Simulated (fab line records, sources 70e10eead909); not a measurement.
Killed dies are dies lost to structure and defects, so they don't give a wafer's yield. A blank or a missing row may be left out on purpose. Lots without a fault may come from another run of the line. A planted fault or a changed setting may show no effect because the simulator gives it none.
fab line records | flow nand_harc
record lots=13 wafers=39 last_day=33
route steps=1302 shown A_STAIRCASE@707 A_BONDPAD@1227 THIN_TSV@1280 END@1302
lots that met no fault: from a run of the same line without faults
start_h: hours from the record's first day to the start of the lot's first wafer shown | wait_h: hours since the lot's step before | " the same as in the row above | L1.1+2: a row that stands for several wafers | - no value, or no start given | * or withheld: withheld | < > ~ a bound
route shown NAME@n: a module of which the file shows steps, and the number in the route of the first | usual: mean/standard deviation of fault-free wafers | same: alike in all rows | chamber/n: place in a boat | sites: the reading at each site | _std_site: their standard deviation | _edge_site: outer sites' mean less inner sites' | radius_mm: how far each site lies from the wafer's centre | mask NAME#n: copy n | behind: the tool/chamber that last shaped the wafer | hold: why the lot was held/for how many hours/how that ended | device: the transistor (n, p or np) that didn't switch | end of line: the same wafers' tests at the end of the route | a step without rows: its recipe alone | killed: dies lost to structure and defects at the first sort, not the wafer's yield | map: a wafer's dies, x killed, . not, _ none there
set.NAME: the setting as run; set.NAME@STEP: as run at that earlier step | model.NAME: the simulator's own value behind a step, which no gauge read
steps of the route over a sample of lots; a table a step, a row a wafer
services: from which hour (start_h, from the record's first day; less than 0 if before it) a tool's chamber was out of use, for how many hours, and why
## steps
# step NHARC_A_STAIRCASE_TRIM_193
# recipe time_s=211.2 o2_flow_sccm=500 ar_flow_sccm=0 bias_w=0 chemistry=O2
# usual drypump_motor_current_A=5.8/0.5 oes_product_au=0.998/0.01 rf_vpp_V=57.8/0.91 showerhead_plenum_p_Torr=3.50/0.11 throttle_valve_pct=17.037/0.0093
# columns lot.wafer tool chamber start_h wait_h drypump_motor_current_A oes_product_au rf_hours_counter_h rf_vpp_V showerhead_plenum_p_Torr throttle_valve_pct
L671.4 rie_diel-02 2 355.18 - 6.3 1.000 45 57.5 3.49 17.022
L671.1 " 0 " " 5.1 1.001 40 59.6 3.57 17.029
L671.3 " 1 " " 6.3 0.988 42 57.7 3.61 17.039
L674.2 rie_diel-11 2 388.22 - 5.5 1.006 39 57.6 3.60 17.045
L674.1 " 0 " " 6.5 0.996 43 57.0 3.42 17.034
L674.3 " 1 " " 5.7 0.994 41 57.7 3.55 17.033
L673.4 rie_diel-11 1 388.41 - 5.7 0.988 41 59.3 3.55 17.040
L673.2 " 2 " " 5.5 0.995 39 59.6 3.60 17.037
L673.5 " 0 " " 6.5 0.990 - 59.0 3.42 17.037
L676.4 rie_diel-02 3 410.10 - 5.2 0.997 2 58.4 3.46 17.051
L676.1 " 0 " " 5.1 0.997 2 57.9 3.56 17.040
L676.6 " 1 " " 6.3 0.991 - 56.9 3.60 17.026
L677.4 rie_diel-13 3 423.38 - 6.3 1.003 18 58.5 3.58 17.034
L677.1 " 0 " " 5.6 1.003 13 58.0 3.68 17.032
L677.5 " 1 " " 5.6 1.003 - 57.4 3.37 17.043
L678.3 rie_diel-13 1 423.78 - 5.6 0.994 25 56.9 3.37 17.028
L678.4 " 2 " " 5.0 1.015 24 56.8 3.50 17.054
L678.5 " 1 " " 5.6 0.983 - 56.7 3.37 17.057
L680.3 rie_diel-13 2 439.49 - 5.0 1.033 30 58.4 3.50 17.037
L680.6 " 3 " " 6.4 1.002 - 58.0 3.58 17.050
L680.5 " 0 " " 5.6 0.994 - 56.7 3.67 17.036
L681.4 rie_diel-13 3 459.41 - 6.3 0.993 30 57.6 3.57 17.052
L681.3 " 1 " " 5.6 0.978 40 57.5 3.36 17.039
L681.6 " 0 " " 5.6 0.988 - 58.4 3.67 17.042
L685.4 rie_diel-11 2 512.19 - 5.6 1.000 27 57.8 3.58 17.038
L685.1 " 3 " " 6.1 1.003 24 56.9 3.30 17.028
L685.3 " 0 " " 6.5 0.986 26 57.0 3.40 17.038
L689.1 rie_diel-13 2 550.21 - 5.0 0.995 4 56.8 3.48 17.042
L689.4 " 1 " " 5.6 0.991 - 57.5 3.35 17.040
L689.6 " 0 " " 5.6 0.985 - 57.8 3.66 17.047
L691.3 rie_diel-13 1 558.14 - 5.6 0.993 7 56.7 3.35 17.040
L691.5 " 2 " " 5.0 1.001 - 57.6 3.48 17.025
L691.4 " 0 " " 5.6 0.980 - 57.8 3.66 17.032
L692.4 rie_diel-11 2 576.11 - 5.6 0.994 48 58.9 3.56 17.050
L692.2 " 3 " " 6.1 0.992 45 57.0 3.29 17.057
L692.6 " 2 " " 5.6 1.000 - 57.9 3.56 17.041
L694.4 rie_diel-11 0 596.01 - 6.5 0.980 53 58.0 3.38 17.034
L694.1 " 1 " " 5.7 1.000 59 56.5 3.52 17.050
L694.5 " 0 " " 6.5 0.984 - 56.6 3.38 17.022
# step NHARC_A_BONDPAD_PVD_17
# recipe target_thk_a=50 bias_v=168.6 power_w=15000 chamber_pressure_pa=0.12 time_s=8.06 substrate_temp_c=50 material=TaN
# usual throttle_valve_pct=29.7/0.99
# columns lot.wafer tool chamber start_h wait_h throttle_valve_pct
L671.3 pvd_sputter-01 - - - 29.3
L671.1 " - " " 31.1
L671.4 " - " " 29.5
L674.3 pvd_sputter-01 - - - 31.1
L674.2 " - " " 30.5
L674.1 " - " " 29.3
L673.4 pvd_sputter-02 - - - 31.1
L673.2 " - " " 28.9
L673.5 " - " " 31.7
L676.1 pvd_sputter-02 - - - 28.2
L676.4 " - " " 30.9
L676.6 " - " " 31.8
L678.3 pvd_sputter-03 - - - 29.7
L678.4 " - " " 29.2
L678.5 " - " " 30.1
L677.4 pvd_sputter-02 - - - 31.6
L677.1 " - " " 28.1
L677.5 " - " " 28.0
L680.3 pvd_sputter-03 - - - 29.0
L680.5 " - " " 29.3
L680.6 " - " " 29.6
L681.3 pvd_sputter-03 - - - 29.5
L681.4 " - " " 29.2
L681.6 " - " " 29.9
L685.4 pvd_sputter-03 - - - 29.8
L685.3 " - " " 29.2
L685.1 " - " " 29.1
L689.4 pvd_sputter-02 - - - 29.8
L689.1 " - " " 29.5
L689.6 " - " " 31.2
L691.3 pvd_sputter-03 - - - 29.7
L691.4 " - " " 29.7
L691.5 " - " " 30.0
L692.2 pvd_sputter-01 - - - 31.6
L692.4 " - " " 29.9
L692.6 " - " " 31.9
L694.4 pvd_sputter-02 - - - 28.2
L694.1 " - " " 29.2
L694.5 " - " " 31.2
# step NHARC_A_BONDPAD_CMP_19
# recipe t_overpolish_s=30 cu_recess_touch_s=16 target_thk_nm=169.82
# usual motor_current_A=11.6/1.2 overpolish_run_s=30.000/0.0088
# columns lot.wafer tool chamber start_h wait_h motor_current_A overpolish_run_s
L671.4 cmp-03 0 523.06 - 12.4 29.995
L671.1 " 2 " " 11.9 29.978
L671.3 " 3 " " 11.9 30.002
L674.1 cmp-01 3 552.40 - 9.7 29.999
L674.2 " 1 " " 10.4 29.991
L674.3 " 2 " " 11.0 30.005
L673.2 cmp-01 2 558.61 - 11.4 29.981
L673.4 " 3 " " 10.1 29.994
L673.5 " 2 " " 11.3 29.981
L676.4 cmp-01 0 590.17 - 11.6 30.001
L676.1 " 1 " " 10.1 29.997
L676.6 " 3 " " 9.9 30.002
L678.3 cmp-02 3 596.27 - 13.9 30.009
L678.4 " 1 " " 10.2 29.994
L678.5 " 3 " " 13.2 29.997
L677.1 cmp-01 1 601.26 - 10.1 30.005
L677.4 " 3 " " 10.5 29.997
L677.5 " 0 " " 11.2 30.011
L680.3 cmp-03 2 608.12 - 12.1 29.999
L680.6 " 1 " " 12.4 30.008
L680.5 " 2 " " 11.8 29.990
L681.4 cmp-03 0 626.79 - 13.2 30.006
L681.3 " 2 " " 12.2 29.997
L681.6 " 1 " " 12.3 29.998
L685.3 cmp-02 2 684.57 - 13.6 30.021
L685.4 " 0 " " 9.8 29.990
L685.1 " 1 " " 10.1 30.003
L689.4 cmp-02 2 731.15 - 14.2 29.998
L689.1 " 0 " " 10.5 29.996
L689.6 " 3 " " 13.6 30.007
L691.3 cmp-01 0 740.80 - 11.6 30.011
L691.4 " 1 " " 9.7 29.999
L691.5 " 2 " " 10.9 30.004
L692.4 cmp-01 0 748.28 - 12.1 29.995
L692.2 " 1 " " 9.8 30.006
L692.6 " 3 " " 10.3 30.003
L694.4 cmp-03 3 771.44 - 11.5 29.996
L694.1 " 1 " " 12.7 30.002
L694.5 " 2 " " 11.6 30.000
# step NHARC_THIN_TSV_PRE_CLEAN_54
# recipe time_s=30 temp_c=280 gas=H2/He
# usual heater_power_w=395/22
# columns lot.wafer tool chamber start_h wait_h heater_power_w
L671.3 pvd_sputter-03 - 542.85 0.1 384
L671.1 " - " " 402
L671.4 " - " " 390
L674.3 pvd_sputter-01 - 568.67 0.1 360
L674.1 " - " " 336
L674.2 " - " " 387
L673.2 pvd_sputter-01 - 576.17 0.1 385
L673.4 " - " " 426
L673.5 " - " " 365
L676.1 pvd_sputter-03 - 608.00 0.1 383
L676.4 " - " " 388
L676.6 " - " " 396
L678.3 pvd_sputter-02 - 614.85 0.1 398
L678.4 " - " " 409
L678.5 " - " " 402
L677.4 pvd_sputter-03 - 619.26 0.1 407
L677.1 " - " " 400
L677.5 " - " " 405
L680.3 pvd_sputter-03 - 628.06 0.1 391
L680.5 " - " " 390
L680.6 " - " " 398
L681.4 pvd_sputter-03 - 644.45 0.1 409
L681.3 " - " " 379
L681.6 " - " " 388
L685.1 pvd_sputter-02 - 702.72 0.0 419
L685.3 " - " " 403
L685.4 " - " " 404
L689.4 pvd_sputter-02 - 751.76 0.0 400
L689.1 " - " " 429
L689.6 " - " " 401
L691.3 pvd_sputter-03 - 760.96 0.0 382
L691.4 " - " " 392
L691.5 " - " " 433
L692.4 pvd_sputter-02 - 765.60 0.1 412
L692.2 " - " " 370
L692.6 " - " " 409
L694.4 pvd_sputter-02 - 790.01 0.1 411
L694.1 " - " " 424
L694.5 " - " " 408
# step NHARC_END_SORT_01
# recipe temp_c=25
# usual killed_at_array=54/17 killed_at_other=1.0/1.4 killed_at_periphery=3.6/2.1 killed_dies=58/17 killed_open=3.2/2 killed_short=2.5/1.5
# same gross_dies=677
# columns lot.wafer tool chamber start_h wait_h killed_at_array killed_at_other killed_at_periphery killed_dies killed_open killed_short
L689.1 prober-01 0 764.88 2.5 118 1 2 121 6 4
L689.4 prober-01 0 767.30 3.4 25 1 3 29 3 2
L689.6 prober-01 0 768.92 4.0 32 1 3 36 4 6
L691.3 prober-02 0 773.29 3.1 85 0 5 90 4 1
L691.4 prober-02 0 774.08 3.4 61 0 4 65 6 0
L691.5 prober-02 0 774.87 3.7 172 0 4 176 4 3
# killed by level:class
L689.1 A_STAIRCASE:unspecified=88 A_CHANNEL_HOLE_D1:chamber_film_flake=12 A_SLIT:chamber_film_flake=4 A_CONTACT:chamber_film_flake=3 A_CHANNEL_FILL_D2:geometric_particle:open=2 P_M2:chamber_film_flake=2 A_ONON_D1:geometric_particle:short=1 A_CHANNEL_HOLE_D1:geometric_particle:open=1
L689.4 A_CHANNEL_HOLE_D1:chamber_film_flake=9 A_CONTACT:chamber_film_flake=5 A_SLIT:chamber_film_flake=4 P_M2:chamber_film_flake=2 P_M1:geometric_particle:open=1 A_ONON_D1:geometric_particle:open=1 A_DECK1_JOINT:geometric_particle:short=1 A_M1:geometric_particle:open=1
L689.6 A_CHANNEL_HOLE_D1:chamber_film_flake=11 A_CONTACT:chamber_film_flake=4 A_SLIT:chamber_film_flake=3 A_CHANNEL_FILL_D1:geometric_particle:short=2 A_WL_FILL:geometric_particle:short=2 A_ZERO_WELL:chamber_film_flake=2 P_M2:geometric_particle:open=1 A_SOURCE_PLATE:geometric_particle:open=1
L691.3 A_SLIT:chamber_film_flake=32 A_CHANNEL_HOLE_D2:chamber_film_flake=31 A_CHANNEL_HOLE_D1:chamber_film_flake=10 A_STAIRCASE:chamber_film_flake=4 P_CONTACT:geometric_particle:open=2 A_SGD_CUT:chamber_film_flake=2 A_WL_FILL:chamber_film_flake=2 P_M0:geometric_particle:open=1
L691.4 A_SLIT:chamber_film_flake=23 A_CHANNEL_HOLE_D2:chamber_film_flake=20 A_CHANNEL_HOLE_D1:chamber_film_flake=9 P_GATE:chamber_film_flake=2 A_CHANNEL_FILL_D1:chamber_film_flake=2 A_STAIRCASE:chamber_film_flake=2 P_GATE:geometric_particle:open=1 P_CONTACT:geometric_particle:open=1
L691.5 A_STAIRCASE:unspecified=85 A_CHANNEL_HOLE_D2:chamber_film_flake=34 A_SLIT:chamber_film_flake=30 A_CHANNEL_HOLE_D1:chamber_film_flake=9 A_CONTACT:chamber_film_flake=4 P_ZERO_WELL:chamber_film_flake=2 A_STAIRCASE:chamber_film_flake=2 P_GATE:geometric_particle:short=1
## services
# columns tool chamber start_h hours kind
rie_diel-13 3 333.58 4.0 repair
rie_diel-13 2 335.48 6.1 repair
rie_diel-13 0 340.89 31.2 repair
pvd_sputter-02 - 343.67 7.9 repair
rie_diel-13 - 345.91 9.0 pm
pvd_sputter-03 - 348.00 10.0 pm
pvd_sputter-03 - 359.43 1.9 repair
pvd_sputter-02 - 359.87 1.9 repair
rie_diel-13 0 377.43 11.2 repair
pvd_sputter-03 - 383.30 1.2 repair
cmp-01 - 385.77 4.0 pm
cmp-01 - 413.61 3.9 repair
cmp-01 - 449.08 0.7 repair
pvd_sputter-02 - 481.92 1.1 repair
cmp-01 - 483.77 4.0 pm
pvd_sputter-02 - 488.29 10.0 pm
rie_diel-13 - 522.91 9.0 pm
pvd_sputter-03 - 526.00 10.0 pm
pvd_sputter-03 - 558.89 0.7 repair
pvd_sputter-02 - 582.53 2.4 repair
pvd_sputter-03 - 612.77 0.6 repair
pvd_sputter-03 - 660.43 8.5 repair
pvd_sputter-02 - 666.29 10.0 pm
pvd_sputter-03 - 704.00 10.0 pm
## key
first_sign step=NHARC_END_SORT_01 reading=killed_dies direction=up sigmas=5.3 usual=58 struck=148
effect step=NHARC_END_SORT_01 reading=killed_at_array direction=up sigmas=5.2 usual=54 struck=145
more_kills_born_at NHARC_A_STAIRCASE_TRIM_193@rie_diel-13=173
met_at NHARC_A_STAIRCASE_TRIM_193
struck_lots L689,L691
struck_wafers L689.1,L691.5
tester_left_out L689,L691
not_acting_at NHARC_A_BONDPAD_PVD_17,NHARC_A_BONDPAD_CMP_19,NHARC_THIN_TSV_PRE_CLEAN_54
onset_between 439.49 550.21
fault kind=chamber_particle_source tool=rie_diel-13 chamber=2 onset_h=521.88 steps=NHARC_A_STAIRCASE_TRIM_193 rate_per_visit_cm2=2.2424 end_h=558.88
# tester_left_out: of these lots the tester's yield and bins aren't shown, on N5 and GAA mostly nor the transistor test; their killed dies are dies lost to structure and defects alone, not to doping, threshold or leakage, so they don't give the yield
